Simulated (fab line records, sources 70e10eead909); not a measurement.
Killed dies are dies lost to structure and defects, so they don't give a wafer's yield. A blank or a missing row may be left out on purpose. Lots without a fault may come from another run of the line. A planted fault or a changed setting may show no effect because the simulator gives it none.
Chamber matching | flow nand_harc | NHARC_P_M1_STRIP_18 on rie_diel-01: 4 sister chambers
The step strips in N2/H2. 18 wafers are shown with their chamber, then 9 later ones without.

WAFERS WITH THEIR CHAMBER
wafer  | chamber | drypump_motor_current_A (A) | throttle_valve_pct (%) | rf_vpp_V (V)
L074.2 | 2       | 4.91                        | 14.184                 | 90.8
L074.5 | 0       | 5.59                        | 14.161                 | 91.9
L074.6 | 2       | 4.92                        | 14.179                 | 90.4
L079.2 | 0       | 5.59                        | 14.173                 | 91.3
L079.5 | 0       | 5.61                        | 14.179                 | 90.3
L079.6 | 1       | 5.38                        | 14.171                 | 89.2
L081.1 | 3       | 5.98                        | 14.161                 | 89.3
L081.4 | 0       | 5.62                        | 14.186                 | 91.1
L081.5 | 2       | 4.93                        | 14.165                 | 89.9
L082.2 | 1       | 5.38                        | 14.158                 | 90.3
L082.3 | 3       | 5.97                        | 14.161                 | 92.4
L082.4 | 0       | 5.59                        | 14.165                 | 91.6
L083.1 | 1       | 5.32                        | 14.158                 | 90.2
L083.2 | 0       | 5.59                        | 14.159                 | 92.2
L083.6 | 1       | 5.37                        | 14.178                 | 90.5
L084.2 | 0       | 5.60                        | 14.169                 | 92.2
L084.4 | 1       | 5.32                        | 14.167                 | 91.1
L084.5 | 0       | 5.60                        | 14.158                 | 91.2

SIGNATURES (means of the wafers above)
reading                 | chamber 0 | chamber 1 | chamber 2 | chamber 3 | scatter within a chamber
drypump_motor_current_A | 5.5987    | 5.3540    | 4.9200    | 5.9750    | 0.019
throttle_valve_pct      | 14.16875  | 14.16640  | 14.17600  | 14.16100  | 0.00925
rf_vpp_V                | 91.475    | 90.260    | 90.367    | 90.850    | 0.844
Rule: a wafer's distance from a chamber is the root of the sum, over the readings, of the square of ((its reading less the chamber's mean) divided by the reading's scatter). The wafer belongs to the nearest chamber; if the next one is less than 2 further off, it can't be placed. The scatter: the root of (the sum of the squares of (reading less its chamber's mean) over the shown wafers, divided by (wafers less chambers)).

WAFERS WITHOUT THEIR CHAMBER
wafer  | drypump_motor_current_A (A) | throttle_valve_pct (%) | rf_vpp_V (V)
L086.2 | 5.97                        | 14.155                 | 91.2
L086.5 | 5.61                        | 14.167                 | 90.6
L086.6 | 5.32                        | 14.163                 | 91.1
L095.2 | 5.36                        | 14.171                 | 91.0
L095.3 | 4.91                        | 14.173                 | 91.1
L095.6 | 4.91                        | 14.182                 | 92.0
L097.1 | 5.56                        | 14.178                 | 92.0
L097.2 | 5.35                        | 14.167                 | 91.5
L097.4 | 5.94                        | 14.175                 | 91.6

WHICH CHAMBER EACH WENT THROUGH
wafer  | from the rows above | in truth
L086.2 | 3                   | 3
L086.5 | 0                   | 0
L086.6 | 1                   | 1
L095.2 | 1                   | 1
L095.3 | 2                   | 2
L095.6 | 2                   | 2
L097.1 | 0                   | 0
L097.2 | 1                   | 1
L097.4 | 3                   | 3
Placed correctly: 9 of 9. Can't be placed from these rows: 0. Placed wrongly: 0.
